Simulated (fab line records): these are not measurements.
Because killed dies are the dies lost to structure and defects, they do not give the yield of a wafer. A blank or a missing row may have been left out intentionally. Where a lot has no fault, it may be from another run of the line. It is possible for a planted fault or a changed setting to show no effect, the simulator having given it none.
A lot that was struck, set against a sound lot    flow n5_finfet    34 steps out of a route of 1938
Sound: the wafers L974.1, L974.4, L974.6. Struck: wafer L973.6; the same lot's L973.4 was not struck, so it is left out; see the end for the cause.
Each step with rows lists, per side, the tool, then ch with its chambers, then its first start. Under that, the readings that differ: sound wafers    struck wafers    difference of the means    sigmas: that difference in standard deviations of wafers without a fault.
alike: readings whose means differ by less than 2 such deviations, and words and numbers that are the same on both sides. not compared: withheld readings, readings that some wafer has no value for, bounds like >300 that may hide the same value, and numbers for which the record gives no deviation and whose values overlap.
A row with sigmas, a row that says differs or no value, or rows on one side alone: a step with any of these is where the two part. Numbers that have no deviation but don't overlap get no sigmas and don't part them. A reading missing from all wafers of one side parts the sides only when that side holds two or more wafers.

first, 8 steps without rows for these wafers: N5_BEOL_M10_SPUTTER_48 (material Cu, target thk 12 nm, time 2 s); N5_BEOL_M10_ECD_50 (material Cu, target thk 318 nm); N5_BEOL_M10_ANNEAL_51 (time 90 s); N5_BEOL_M10_CMP_52 (polishes, stops on SiCOH lowk, t overpolish 7 s, target thk 140 nm); N5_BEOL_M10_PRE_CLEAN_55 (time 15 s); N5_BEOL_M10_DEP_56 (deposits SiCN from 3MS/NH3, target thk 15 nm, time 26.5 s); N5_BEOL_M11_ILD_DEP_00 (deposits SiCOH lowk from DEMS/porogen, target thk 308.51 nm, time 58 s); N5_BEOL_M11_CURE_71 (cures SiCOH lowk, time 240 s).
N5_BEOL_M11_PECVD_70: deposits SiO2 from TEOS/O2, target thk 20 nm, time 22.7 s.
  sound on pecvd-02 ch 0,2, day 17 11:55; struck on pecvd-02 ch 0, day 17 22:08
reading                                      sound           struck  difference  sigmas
model.SiO2_of_BEOL_M11_PECVD_70.thk_nm (nm)  19.8 20.2 19.8  20.8    +0.9        
  alike: heater_power_w, showerhead_plenum_p_Torr, throttle_valve_pct
then, 24 steps without rows for these wafers: N5_BEOL_M11_HM_DEP_02 (deposits TiN, target thk 20 nm); N5_BEOL_M11_COAT_59 (time 60 s, resist thk 100 nm); N5_BEOL_M11_COAT_60 (time 60 s, resist thk 30 nm); N5_BEOL_M11_COAT_05 (resist thk 90 nm); N5_BEOL_M11_EBR_07; N5_BEOL_M11_SOFTBAKE_06 (time 60 s); N5_BEOL_M11_EXPOSE_08 (exposes mask M11); N5_BEOL_M11_PEB_09 (peb time 60 s); N5_BEOL_M11_DEVELOP_10 (develop time 30 s); N5_BEOL_M11_DESCUM_16 (chemistry O2, time 7.9 s); N5_BEOL_M11_ETCH_61 (etches SiARC in CF4, target depth 39 nm, time 65 s); N5_BEOL_M11_ETCH_62 (etches SOC in N2/H2, target depth 110 nm, overetch 22 nm, time 165 s); N5_BEOL_M11_STRIP_68 (strips in N2/H2); N5_BEOL_M11_STRIP_67 (strips in CF4); N5_BEOL_M11_HM_OPEN_17 (chemistry Cl2/BCl3, target TiN, target depth 20 nm, overetch 6 nm); N5_BEOL_M11_STRIP_19 (strips in O2); N5_BEOL_M11_COAT_63 (time 60 s, resist thk 100 nm); N5_BEOL_M11_COAT_64 (time 60 s, resist thk 30 nm); N5_BEOL_M11_COAT_22 (resist thk 90 nm); N5_BEOL_M11_EBR_24; N5_BEOL_M11_SOFTBAKE_23 (time 60 s); N5_BEOL_M11_EXPOSE_25 (exposes mask V10); N5_BEOL_M11_PEB_26 (peb time 60 s); N5_BEOL_M11_DEVELOP_27 (develop time 30 s).
N5_BEOL_M11_HM_STRIP_39: strips TiN in peroxide tin strip, target depth 25 nm, time 158 s.
  sound on wet_bench-03 ch 0,5,6, day 17 13:57; struck on wet_bench-04 ch 4, day 18 02:43
reading                                      sound         struck  difference  sigmas
model.SiO2_of_BEOL_M11_PECVD_70.thk_nm (nm)  19.8 20 19.8  20.8    +0.9        

## WHERE THEY PART
Nowhere in this record.

WHY: what had been put in by the simulator
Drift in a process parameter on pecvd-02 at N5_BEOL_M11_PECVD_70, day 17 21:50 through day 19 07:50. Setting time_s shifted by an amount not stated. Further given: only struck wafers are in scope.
